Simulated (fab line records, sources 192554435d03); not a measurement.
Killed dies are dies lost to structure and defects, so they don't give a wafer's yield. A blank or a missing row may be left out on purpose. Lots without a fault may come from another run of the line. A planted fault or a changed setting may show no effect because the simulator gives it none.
Chamber matching | flow n5_finfet | N5_GATE_CUT_STRIP_59 on rie_diel-03: 4 sister chambers
The step strips in N2/H2, time 20 s. 7 wafers are shown with their chamber, then 8 later ones without.

WAFERS WITH THEIR CHAMBER
wafer  | chamber | showerhead_plenum_p_Torr (Torr) | drypump_motor_current_A (A)
L076.2 | 1       | 3.38                            | 5.7
L085.2 | 2       | 3.23                            | 5.7
L087.5 | 0       | 3.55                            | 6.0
L088.2 | 3       | 3.50                            | 5.5
L088.4 | 2       | 3.22                            | 5.7
L088.5 | 0       | 3.55                            | 5.9
L089.2 | 3       | 3.50                            | 5.5

WAFERS WITHOUT THEIR CHAMBER
wafer  | showerhead_plenum_p_Torr (Torr) | drypump_motor_current_A (A)
L089.4 | 3.36                            | 5.8
L089.5 | 3.55                            | 6.0
L090.1 | 3.36                            | 5.8
L090.4 | 3.55                            | 5.9
L090.5 | 3.50                            | 5.5
L095.1 | 3.35                            | 5.7
L095.2 | 3.54                            | 5.9
L095.4 | 3.22                            | 5.7

WHICH CHAMBER EACH WENT THROUGH
wafer  | from the rows above | in truth
L089.4 | 1                   | 1
L089.5 | 0                   | 0
L090.1 | 1                   | 1
L090.4 | 0                   | 0
L090.5 | 3                   | 3
L095.1 | 1                   | 1
L095.2 | 0                   | 0
L095.4 | 2                   | 2
Placed correctly: 8 of 8. Can't be placed from these rows: 0. Placed wrongly: 0.
How it was worked out, from the rows above alone: a wafer's distance from a chamber is the root of the sum, over the readings, of the square of ((its reading less the chamber's mean) divided by the reading's scatter). The wafer belongs to the nearest chamber; if the next one is less than 2 further off, it can't be placed. A chamber's mean is the mean of its shown wafers. The scatter: the root of (the sum of the squares of (reading less its chamber's mean) over the shown wafers, divided by (wafers less chambers)).
